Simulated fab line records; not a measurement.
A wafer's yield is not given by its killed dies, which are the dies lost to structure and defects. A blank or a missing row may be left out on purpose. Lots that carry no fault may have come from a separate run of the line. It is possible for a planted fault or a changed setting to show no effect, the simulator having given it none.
fab line records	flow n5Finfet
record lots=7	wafers=21	lastDay=18
route steps=1938 shown BEOL_M8@1338
lots untouched by any fault: they come from a run of this same line in which no faults occurred
startH: hours from the record's first day to the start of the lot's first wafer shown	waitH: time in hours since the lot's previous step	" unchanged from the row above	L1.1+2: one row covering several wafers at once	- no value, or no start was given	* or withheld: withheld	< > ~ a bound
route shown NAME@n: NAME is a module with steps in the file, n the number in the route of the first one	usual: average and standard deviation across the fault-free wafers	same: alike in all rows	chamber/n: place in a boat	sites: readings site by site	_std_site: how widely they spread, as a standard deviation	_edge_site: outer sites' mean less inner sites'	radiusMm: for every site, how far away it sits from the centre of the wafer	mask NAME#n: copy n	behind: the last tool/chamber to shape the wafer	hold: reason for holding the lot/hours on hold/outcome of the hold	device: the transistor (n, p or np) that didn't switch	end of line: tests of these same wafers at the route's end	a step with no rows: only its recipe	killed: not the wafer's yield, but the dies lost to structure and defects at the first sort	map: a wafer's dies, x killed, . not, _ none there
set.NAME: the run value of the setting; set.NAME@STEP: its run value at that earlier step	model.NAME: the simulator's own value behind a step, which no gauge read
lots at selected steps of the route; one table per step, one row per wafer
services: a tool's chamber out of use, with start hour (startH, from the record's first day; less than 0 if before it), hours out, and reason
## steps
# step N5_BEOL_M8_COAT_60
# recipe resist=SiARC	tempC=220	timeS=60	spinRpm=1500	resistThkNm=35
# step N5_BEOL_M8_COAT_05
# recipe resist=CAR-ArF	spinRpm=1500	resistThkNm=90
# step N5_BEOL_M8_EBR_07
# recipe solvent=PGMEA	ebrWidthMm=1.5
# step N5_BEOL_M8_SOFTBAKE_06
# recipe tempC=110	timeS=60	resist=CAR-ArF
# step N5_BEOL_M8_EXPOSE_08
# recipe maskId=M8	na=1.35	sourceShape=dipole	sigmaInner=0.817	sigmaOuter=0.97	polarization=te	doseMj=68.25
# step N5_BEOL_M8_PEB_09
# recipe pebTempC=withheld	pebTimeS=60	resist=CAR-ArF
# step N5_BEOL_M8_DEVELOP_10
# recipe developTimeS=30	developer=TMAH	resist=CAR-ArF	rinseLiquid=diw	dry=airSpin	devTempC=23
# step N5_BEOL_M8_CD_MEAS_11
# recipe targetCdNm=38.5	landingEnergyEv=500	detector=seInlens	polarity=opening
# usual cdNm=38.6/0.38
lot.wafer	tool	chamber	startH	waitH	cdNm
L734.2	cdSem-01	0	234.80	-	38.9
L734.4	"	0	"	"	38.4
L734.6	"	0	"	"	38.7
L736.1	cdSem-03	0	242.35	-	38.8
L736.2	"	0	"	"	38.8
L736.6	"	0	"	"	38.7
L746.1	cdSem-01	0	309.09	-	39.6
L746.2	"	0	"	"	38.4
L746.6	"	0	"	"	39.2
L748.3	cdSem-03	0	313.53	-	38.7
L748.5	"	0	"	"	37.5
L748.6	"	0	"	"	38.9
L750.2	cdSem-02	0	319.97	-	38.5
L750.5	"	0	"	"	38.3
L750.6	"	0	"	"	38.6
L749.1	cdSem-01	0	326.13	-	38.7
L749.2	"	0	"	"	38.9
L749.4	"	0	"	"	39.0
L754.1	cdSem-01	0	352.73	-	38.8
L754.3	"	0	"	"	38.1
L754.6	"	0	"	"	38.9
# step N5_BEOL_M8_OVL_MEAS_12
# recipe pointsPerWafer=44
# usual M8_OVL=0.6/0.66
lot.wafer	tool	chamber	startH	waitH	M8_OVL[nm]
L734.2	overlay-02	0	234.82	0.0	0.5
L734.4	"	0	"	"	-0.1
L734.6	"	0	"	"	0.2
L736.1	overlay-01	0	242.38	0.0	0.6
L736.2	"	0	"	"	0.9
L736.6	"	0	"	"	-0.9
L746.1	overlay-02	0	309.12	0.0	-0.2
L746.2	"	0	"	"	-0.8
L746.6	"	0	"	"	0.0
L748.3	overlay-01	0	313.57	0.0	0.8
L748.5	"	0	"	"	0.7
L748.6	"	0	"	"	-0.4
L750.2	overlay-02	0	320.00	0.0	1.0
L750.5	"	0	"	"	0.5
L750.6	"	0	"	"	1.0
L749.1	overlay-01	0	326.16	0.0	1.4
L749.2	"	0	"	"	0.0
L749.4	"	0	"	"	0.6
L754.1	overlay-02	0	352.76	0.0	0.7
L754.3	"	0	"	"	1.0
L754.6	"	0	"	"	-0.4
# step N5_BEOL_M8_INSPECT_13
# recipe mode=adi	inspectInstrument=brightfield
# usual rawDefectCount=419/79
lot.wafer	tool	chamber	startH	waitH	rawDefectCount
L734.2	defectInspect-01	-	234.85	0.0	377
L734.4	"	-	"	"	335
L734.6	"	-	"	"	423
L736.1	defectInspect-01	-	242.40	0.0	512
L736.2	"	-	"	"	358
L736.6	"	-	"	"	400
L746.1	defectInspect-01	-	309.14	0.0	398
L746.2	"	-	"	"	370
L746.6	"	-	"	"	364
L748.3	defectInspect-01	-	313.59	0.0	403
L748.5	"	-	"	"	489
L748.6	"	-	"	"	312
L750.2	defectInspect-01	-	320.02	0.0	373
L750.5	"	-	"	"	382
L750.6	"	-	"	"	433
L749.1	defectInspect-02	-	326.18	0.0	425
L749.2	"	-	"	"	404
L749.4	"	-	"	"	516
L754.1	defectInspect-02	-	352.79	0.0	376
L754.3	"	-	"	"	379
L754.6	"	-	"	"	392
# step N5_BEOL_M8_DESCUM_16
# recipe chemistry=O2	timeS=7.9	sourcePowerW=50	biasPowerW=20	pressureMtorr=20	rfFrequencyHz=2.712e+07	tempC=40	resist=CAR-ArF	o2FlowSccm=225
# usual drypumpMotorCurrentA=5.8/0.51	oesProductAu=0.79/0.071	rfFwdPowerW=49.32/0.25	rfVppV=243.0/1.5	showerheadPlenumPTorr=2.09/0.076	tempC=39.99/0.11	throttleValvePct=20.41/0.21
lot.wafer	tool	chamber	startH	waitH	drypumpMotorCurrentA	oesProductAu	rfFwdPowerW	rfHoursCounterH	rfVppV	showerheadPlenumPTorr	tempC	throttleValvePct
L734.2	rieDiel-06	3	235.10	0.2	5.4	0.82	49.30	61	241.8	2.03	40.07	19.93
L734.4	"	2	"	"	5.8	0.88	49.52	25	242.6	2.05	39.93	20.22
L734.6	"	1	"	"	6.0	0.70	49.11	-	241.1	1.98	40.01	20.37
L736.1	rieDiel-04	0	242.45	0.0	6.7	0.68	49.20	248	241.5	1.98	40.20	20.39
L736.2	"	3	"	"	5.9	0.86	49.70	43	242.2	2.13	40.27	20.29
L736.6	"	3	"	"	5.9	0.85	49.51	-	244.3	2.13	40.01	20.29
L746.1	rieDiel-04	2	309.18	0.0	5.5	0.68	49.35	225	242.1	2.07	40.00	20.79
L746.2	"	3	"	"	5.9	0.81	49.59	69	243.0	2.12	39.79	20.33
L746.6	"	0	"	"	6.7	0.92	49.56	-	245.8	2.24	40.07	20.08
L748.3	rieDiel-06	2	313.62	0.0	5.8	0.85	49.67	54	242.3	2.04	39.98	20.28
L748.5	"	2	"	"	5.8	0.84	49.63	-	242.5	2.04	39.80	20.27
L748.6	"	1	"	"	6.0	0.69	49.18	-	242.8	1.97	40.01	20.41
L750.2	rieDiel-04	2	320.73	0.7	5.5	0.68	49.30	230	242.5	2.07	39.97	20.79
L750.5	"	0	"	"	6.7	0.90	49.36	-	246.3	2.24	39.97	20.07
L750.6	"	3	"	"	5.8	0.81	49.75	-	244.4	2.11	40.05	20.33
L749.1	rieDiel-05	1	326.84	0.7	5.9	0.82	48.71	100	241.6	2.02	39.97	20.48
L749.2	"	0	"	"	6.1	0.81	49.09	72	242.0	2.03	40.09	20.52
L749.4	"	2	"	"	5.1	0.82	49.59	62	241.9	2.04	40.10	20.24
L754.1	rieDiel-05	3	353.14	0.4	6.7	0.70	49.35	211	242.4	2.06	40.05	20.50
L754.3	"	0	"	"	6.1	0.80	49.41	83	241.0	2.03	40.02	20.55
L754.6	"	2	"	"	5.1	0.82	49.76	-	241.5	2.04	39.76	20.22
# step N5_BEOL_M8_ETCH_61
# recipe chemistry=CF4	target=SiARC	targetDepthA=455	maskMaterial=CAR-ArF	timeS=75.8	ionEnergyEv=80	pressureMtorr=40	sourceW=545	biasW=36	Ar_flow_sccm=100	cf4FlowSccm=100	ends=cleared
# usual biasW=35.99/0.12	cf4FlowSccm=99.9/0.32	drypumpMotorCurrentA=5.8/0.51	etchRfOnTimeS=75.9/0.92	oesProductAu=0.68/0.06	rfFwdPowerW=539.0/2.5	rfVppV=184.1/1.1	showerheadPlenumPTorr=2.14/0.072	throttleValvePct=15.60/0.23
lot.wafer	tool	chamber	startH	waitH	biasW	cf4FlowSccm	drypumpMotorCurrentA	etchRfOnTimeS	oesProductAu	rfFwdPowerW	rfHoursCounterH	rfVppV	showerheadPlenumPTorr	throttleValvePct
L734.2	rieDiel-06	3	235.13	0.0	35.88	99.8	5.5	76.5	0.71	541.3	61	183.0	2.09	15.24
L734.4	"	2	"	"	36.09	99.9	5.8	75.6	0.76	537.4	25	184.0	2.10	15.34
L734.6	"	1	"	"	35.86	99.0	6.0	75.5	0.61	537.9	-	182.9	2.04	15.62
L736.1	rieDiel-04	0	242.48	0.0	36.07	100.5	6.7	76.3	0.59	542.4	248	182.6	2.02	15.59
L736.2	"	3	"	"	36.19	100.1	5.9	76.4	0.72	542.1	43	183.4	2.17	15.45
L736.6	"	3	"	"	36.16	99.9	5.9	75.9	0.73	540.7	-	184.7	2.17	15.43
L746.1	rieDiel-04	2	309.21	0.0	35.96	100.5	5.5	76.5	0.59	536.9	225	182.0	2.13	16.03
L746.2	"	3	"	"	35.96	100.0	5.8	75.3	0.70	540.0	69	184.7	2.16	15.50
L746.6	"	0	"	"	36.03	100.3	6.7	74.5	0.78	539.5	-	185.4	2.27	15.14
L748.3	rieDiel-06	2	313.66	0.0	35.90	100.4	5.7	75.6	0.71	537.2	54	184.3	2.09	15.40
L748.5	"	2	"	"	36.04	100.3	5.8	74.6	0.72	539.1	-	184.1	2.09	15.40
L748.6	"	1	"	"	35.97	100.2	6.0	76.1	0.58	535.2	-	184.2	2.03	15.70
L750.2	rieDiel-04	2	320.77	0.0	35.98	99.6	5.5	75.1	0.59	537.6	230	182.5	2.13	16.03
L750.5	"	0	"	"	35.77	99.6	6.7	73.2	0.79	538.2	-	184.6	2.27	15.15
L750.6	"	3	"	"	35.89	100.0	5.8	75.1	0.69	541.0	-	183.5	2.16	15.52
L749.1	rieDiel-05	1	326.88	0.0	36.11	100.0	5.9	76.6	0.69	533.0	101	181.8	2.07	15.63
L749.2	"	0	"	"	35.88	99.7	6.1	75.9	0.70	539.0	72	184.2	2.09	15.72
L749.4	"	2	"	"	35.98	99.9	5.1	77.4	0.71	541.3	62	183.2	2.09	15.35
L754.1	rieDiel-05	3	353.17	0.0	36.11	99.4	6.7	76.7	0.61	540.7	211	183.9	2.13	15.83
L754.3	"	0	"	"	36.07	100.2	6.1	74.9	0.70	538.6	83	183.7	2.09	15.73
L754.6	"	2	"	"	36.13	99.7	5.1	75.8	0.70	542.5	-	183.7	2.08	15.36
# step N5_BEOL_M8_ETCH_62
# recipe chemistry=N2/H2	target=SOC	targetDepthA=1100	overetchA=220	maskMaterial=SiARC	tempC=40	timeS=165	ionEnergyEv=200	pressureMtorr=30	sourceW=840	biasW=150	n2FlowSccm=200	h2FlowSccm=200
# usual biasW=149.9/0.45	chamberPressureMTorr=30.001/0.029	drypumpMotorCurrentA=5.8/0.51	oesProductAu=0.67/0.055	rfFwdPowerW=837.1/2.4	rfVppV=523.7/2.6	showerheadPlenumPTorr=2.54/0.088	tempC=40.00/0.1	throttleValvePct=17.79/0.2
lot.wafer	tool	chamber	startH	waitH	biasW	chamberPressureMTorr	drypumpMotorCurrentA	oesProductAu	rfFwdPowerW	rfHoursCounterH	rfVppV	showerheadPlenumPTorr	tempC	throttleValvePct	model.CAR-ArF_of_BEOL_M8_COAT_05.thkNm	model.SiARC_of_BEOL_M8_COAT_60.thkNm
L734.2	rieDiel-06	3	235.19	0.0	150.5	29.976	5.5	0.71	835.7	61	523.8	2.47	40.14	17.29	0	28.4
L734.4	"	2	"	"	150.3	30.059	5.8	0.74	836.6	25	521.3	2.50	39.86	17.67	0	28.4
L734.6	"	1	"	"	150.1	29.965	5.9	0.60	835.1	-	521.2	2.41	40.05	17.77	0	28.2
L736.1	rieDiel-04	0	242.54	0.0	149.6	30.013	6.7	0.59	833.1	248	520.9	2.40	40.09	17.89	0	28.4
L736.2	"	3	"	"	150.2	30.045	5.9	0.72	841.9	43	525.0	2.58	39.82	17.67	0	28.4
L736.6	"	3	"	"	149.8	29.955	5.8	0.73	839.0	-	525.3	2.58	39.91	17.66	0	28.4
L746.1	rieDiel-04	2	309.27	0.0	-	-	-	-	-	-	-	-	-	-	50.8	35
L746.2	"	3	"	"	-	-	-	-	-	-	-	-	-	-	51	35
L746.6	"	0	"	"	-	-	-	-	-	-	-	-	-	-	51	35.2
L748.3	rieDiel-06	2	313.71	0.0	-	-	-	-	-	-	-	-	-	-	51.2	35.2
L748.5	"	2	"	"	-	-	-	-	-	-	-	-	-	-	51	35
L748.6	"	1	"	"	-	-	-	-	-	-	-	-	-	-	51.6	35
L750.2	rieDiel-04	2	320.82	0.0	-	-	-	-	-	-	-	-	-	-	51	35
L750.5	"	0	"	"	-	-	-	-	-	-	-	-	-	-	51	35
L750.6	"	3	"	"	-	-	-	-	-	-	-	-	-	-	51	35
L749.1	rieDiel-05	1	326.93	0.0	149.6	29.948	5.9	0.69	834.6	101	519.6	2.46	40.16	17.88	0	28.4
L749.2	"	0	"	"	149.9	29.906	6.1	0.70	837.8	72	522.5	2.47	40.06	17.85	0	28.4
L749.4	"	2	"	"	150.3	30.011	5.1	0.71	837.6	62	519.7	2.47	40.07	17.56	0	28.4
L754.1	rieDiel-05	3	353.23	0.0	150.0	29.996	6.6	0.61	836.4	211	523.8	2.52	40.11	17.99	0	28.2
L754.3	"	0	"	"	150.2	29.973	6.0	0.69	834.3	83	521.0	2.47	40.17	17.85	0	28.2
L754.6	"	2	"	"	149.5	30.035	5.1	0.70	833.9	-	522.1	2.47	40.00	17.57	0	28.2
# step N5_BEOL_M8_STRIP_68
# recipe chemistry=N2/H2	tempC=40	n2FlowSccm=200	h2FlowSccm=200	rfFrequencyHz=6e+07
# step N5_BEOL_M8_STRIP_67
# recipe chemistry=CF4	resist=SiARC	powerW=300	biasPowerW=75	pressureMtorr=50	cf4FlowSccm=150	rfFrequencyHz=6e+07
# usual drypumpMotorCurrentA=5.8/0.51	oesProductAu=0.79/0.067	rfVppV=271.1/1.6	showerheadPlenumPTorr=1.79/0.059	throttleValvePct=13.57/0.24
lot.wafer	tool	chamber	startH	waitH	drypumpMotorCurrentA	oesProductAu	rfHoursCounterH	rfVppV	showerheadPlenumPTorr	throttleValvePct
L734.2	rieDiel-06	3	235.33	0.0	5.4	0.82	61	270.4	1.75	13.18
L734.4	"	2	"	"	5.8	0.88	25	271.2	1.75	13.27
L734.6	"	1	"	"	6.0	0.71	-	269.4	1.71	13.65
L736.1	rieDiel-04	0	242.68	0.0	6.7	0.70	248	268.8	1.70	13.62
L736.2	"	3	"	"	5.8	0.85	43	272.4	1.82	13.40
L736.6	"	3	"	"	5.8	0.84	-	271.9	1.82	13.40
L746.1	rieDiel-04	2	309.42	0.0	5.5	0.68	225	273.7	1.79	14.03
L746.2	"	3	"	"	5.9	0.82	69	270.1	1.81	13.47
L746.6	"	0	"	"	6.6	0.91	-	272.0	1.91	13.10
L748.3	rieDiel-06	2	313.86	0.0	5.8	0.83	54	272.4	1.74	13.34
L748.5	"	2	"	"	5.8	0.84	-	269.2	1.74	13.33
L748.6	"	1	"	"	6.0	0.69	-	268.2	1.70	13.75
L750.2	rieDiel-04	2	320.97	0.0	5.5	0.69	230	270.4	1.78	14.02
L750.5	"	0	"	"	6.7	0.91	-	272.3	1.91	13.12
L750.6	"	3	"	"	5.8	0.81	-	274.2	1.81	13.47
L749.1	rieDiel-05	1	327.08	0.0	5.9	0.82	101	268.6	1.73	13.58
L749.2	"	0	"	"	6.1	0.81	72	271.5	1.76	13.67
L749.4	"	2	"	"	5.1	0.84	62	268.3	1.75	13.33
L754.1	rieDiel-05	3	353.38	0.0	6.6	0.71	211	272.6	1.78	13.83
L754.3	"	0	"	"	6.0	0.80	84	269.5	1.75	13.71
L754.6	"	2	"	"	5.1	0.83	-	272.4	1.75	13.37
# step N5_BEOL_M8_HM_OPEN_17
# recipe chemistry=Cl2/BCl3	targetDepthA=200	overetchA=60	target=TiN	maskMaterial=SOC	ionEnergyEv=150	pressureMtorr=10	icpW=1000	biasW=126	Cl2_flow_sccm=53.25	bcl3FlowSccm=21.75	Ar_flow_sccm=25
# usual drypumpMotorCurrentA=5.6/0.49	oesProductAu=0.68/0.046	rfFwdPowerW=990/3.3	throttleValvePct=22.13/0.14
lot.wafer	tool	chamber	startH	waitH	drypumpMotorCurrentA	oesProductAu	rfFwdPowerW	rfHoursCounterH	throttleValvePct
L734.2	rieMetal-03	1	235.37	0.0	5.5	0.75	993	10	22.05
L734.4	"	0	"	"	6.3	0.71	983	-	21.97
L734.6	"	1	"	"	5.5	0.75	990	-	22.04
L736.1	rieMetal-01	1	242.72	0.0	5.6	0.64	993	48	22.16
L736.2	"	1	"	"	5.7	0.64	990	-	22.15
L736.6	"	1	"	"	5.6	0.64	990	-	22.16
L746.1	rieMetal-02	0	309.46	0.0	4.8	0.29	996	47	22.71
L746.2	"	1	"	"	5.2	0.29	989	33	23.05
L746.6	"	1	"	"	5.2	0.30	989	-	23.07
L748.3	rieMetal-03	1	313.93	0.1	5.4	0.32	995	-	22.69
L748.5	"	1	"	"	5.5	0.31	993	-	22.72
L748.6	"	0	"	"	6.3	0.30	986	-	22.63
L750.2	rieMetal-01	1	321.04	0.1	5.6	0.27	989	-	22.84
L750.5	"	1	"	"	5.6	0.27	985	-	22.83
L750.6	"	1	"	"	5.6	0.27	990	-	22.85
L749.1	rieMetal-01	1	327.12	0.0	5.7	0.63	987	56	22.18
L749.2	"	1	"	"	5.6	0.62	986	-	22.19
L749.4	"	1	"	"	5.7	0.63	987	-	22.19
L754.1	rieMetal-01	0	353.42	0.0	6.4	0.70	985	24	22.26
L754.3	"	1	"	"	5.6	0.61	994	-	22.20
L754.6	"	1	"	"	5.6	0.62	990	-	22.19
# step N5_BEOL_M8_STRIP_19
# recipe chemistry=O2	powerW=400	tempC=40	pressureMtorr=30	rfFrequencyHz=6e+07	biasPowerW=0	overashFraction=0.2	o2FlowSccm=225
# usual drypumpMotorCurrentA=5.7/0.45	oesProductAu=0.79/0.068	rfVppV=3.6/0.6	showerheadPlenumPTorr=2.10/0.079	tempC=40.00/0.11	throttleValvePct=16.64/0.23
# same overashFraction=0.2
lot.wafer	tool	chamber	startH	waitH	drypumpMotorCurrentA	oesProductAu	rfHoursCounterH	rfVppV	showerheadPlenumPTorr	tempC	throttleValvePct
L734.2	rieDiel-06	0	235.48	0.1	5.4	0.81	103	4.1	2.20	39.92	16.74
L734.4	"	1	"	"	6.0	0.71	216	3.9	1.99	39.98	16.67
L734.6	"	3	"	"	5.5	0.83	-	3.0	2.03	39.76	16.21
L736.1	rieDiel-05	1	243.03	0.3	5.9	0.85	70	3.6	2.04	39.94	16.68
L736.2	"	3	"	"	6.6	0.73	171	3.2	2.08	39.89	16.70
L736.6	"	0	"	"	6.0	0.86	-	2.7	2.05	40.04	16.68
L746.1	rieDiel-04	1	309.76	0.3	5.3	0.77	121	3.6	2.20	40.04	16.77
L746.2	"	0	"	"	6.7	0.92	15	3.2	2.25	39.90	16.27
L746.6	"	2	"	"	5.5	0.69	-	3.6	2.08	40.13	17.04
L748.3	rieDiel-05	3	314.01	0.1	6.6	0.72	194	3.6	2.07	39.79	16.76
L748.5	"	0	"	"	6.1	0.83	-	3.5	2.04	40.02	16.72
L748.6	"	3	"	"	6.6	0.73	-	3.6	2.07	39.81	16.76
L750.2	rieDiel-04	2	321.27	0.2	5.5	0.69	230	2.9	2.08	39.90	17.06
L750.5	"	0	"	"	6.7	0.91	-	3.1	2.24	39.89	16.28
L750.6	"	3	"	"	5.8	0.81	-	2.7	2.12	40.17	16.56
L749.1	rieDiel-06	3	327.35	0.2	5.5	0.78	91	3.9	2.02	39.74	16.26
L749.2	"	1	"	"	6.0	0.67	245	3.6	1.98	39.98	16.71
L749.4	"	2	"	"	5.8	0.84	56	3.2	2.04	40.01	16.49
L754.1	rieDiel-04	1	353.53	0.1	5.3	0.75	137	3.4	2.19	39.96	16.83
L754.3	"	0	"	"	6.7	0.87	31	3.4	2.24	40.06	16.29
L754.6	"	1	"	"	5.3	0.75	-	3.5	2.19	39.93	16.85
# step N5_BEOL_M8_CD_MEAS_18
# recipe pitchNm=80	targetCdNm=40
# usual cdNm=40.1/0.44
lot.wafer	tool	chamber	startH	waitH	cdNm
L734.2	cdSem-03	-	235.56	0.1	40.4
L734.4	"	-	"	"	40.0
L734.6	"	-	"	"	40.0
L736.1	cdSem-03	-	243.10	0.0	40.0
L736.2	"	-	"	"	40.8
L736.6	"	-	"	"	40.6
L746.1	cdSem-01	-	309.83	0.0	-
L746.2	"	-	"	"	-
L746.6	"	-	"	"	-
L748.3	cdSem-02	-	314.09	0.1	-
L748.5	"	-	"	"	-
L748.6	"	-	"	"	-
L750.2	cdSem-01	-	321.34	0.1	-
L750.5	"	-	"	"	-
L750.6	"	-	"	"	-
L749.1	cdSem-02	-	327.42	0.0	40.0
L749.2	"	-	"	"	40.2
L749.4	"	-	"	"	39.5
L754.1	cdSem-03	-	353.60	0.0	39.9
L754.3	"	-	"	"	39.6
L754.6	"	-	"	"	39.9
# step N5_BEOL_M8_COAT_63
# recipe resist=SOC	tempC=250	timeS=60	spinRpm=1500	resistThkNm=60
## services
tool	chamber	startH	hours	kind
rieDiel-04	3	224.03	4.5	repair
rieDiel-06	-	225.76	0.7	repair
rieDiel-04	3	235.85	2.8	repair
rieDiel-04	0	247.04	-	clean
rieDiel-04	0	247.04	-	consumableReplace:focusRing
rieDiel-04	0	247.04	-	consumableReplace:showerhead
rieDiel-04	0	247.04	19.1	scheduledDown
rieDiel-04	0	247.04	19.1	ventCycle
rieDiel-05	-	270.27	0.2	repair
rieDiel-04	3	294.87	1.6	repair
rieMetal-01	-	296.34	2.8	pm
rieDiel-04	0	297.11	5.5	repair
rieMetal-01	0	317.84	18.3	repair
rieMetal-01	-	319.84	1.1	repair
rieDiel-06	1	343.84	-	clean
rieDiel-06	1	343.84	-	consumableReplace:focusRing
rieDiel-06	1	343.84	-	consumableReplace:showerhead
rieDiel-06	1	343.84	30.5	scheduledDown
rieDiel-06	1	343.84	30.5	ventCycle
## key
firstSign step=N5_BEOL_M8_ETCH_62	reading=toolRecord	direction=missing
effect step=N5_BEOL_M8_HM_OPEN_17	reading=oesProductAu	direction=down	sigmas=8.5	usual=0.68	struck=0.29
effect step=N5_BEOL_M8_CD_MEAS_18	reading=cdNm	direction=missing
modelEffect step=N5_BEOL_M8_ETCH_62	value=CAR-ArF_of_BEOL_M8_COAT_05.thkNm	without=0	struck=51.07
metAt N5_BEOL_M8_ETCH_62
struckWafers L746.1,L746.2,L746.6,L748.3,L748.5,L748.6,L750.2,L750.5,L750.6
laterRowsLeftOut L746.1,L746.2,L746.6,L748.3,L748.5,L748.6,L750.2,L750.5,L750.6
sortLeftOut L746.1,L746.2,L746.6,L748.3,L748.5,L748.6,L750.2,L750.5,L750.6
onsetBetween 242.54 309.27
fault kind=skippedStepWhole	tool=rieDiel-04,rieDiel-06	chamber=-	onsetH=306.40	steps=N5_BEOL_M8_ETCH_62	scope=struckLotsOnly
# sortLeftOut: the simulated sort isn't trusted on such a fault, so these wafers' sort isn't shown, and their yield isn't known
# laterRowsLeftOut: the simulator's readings of these wafers behind a module that went badly wrong aren't trusted and aren't shown, but for the sort
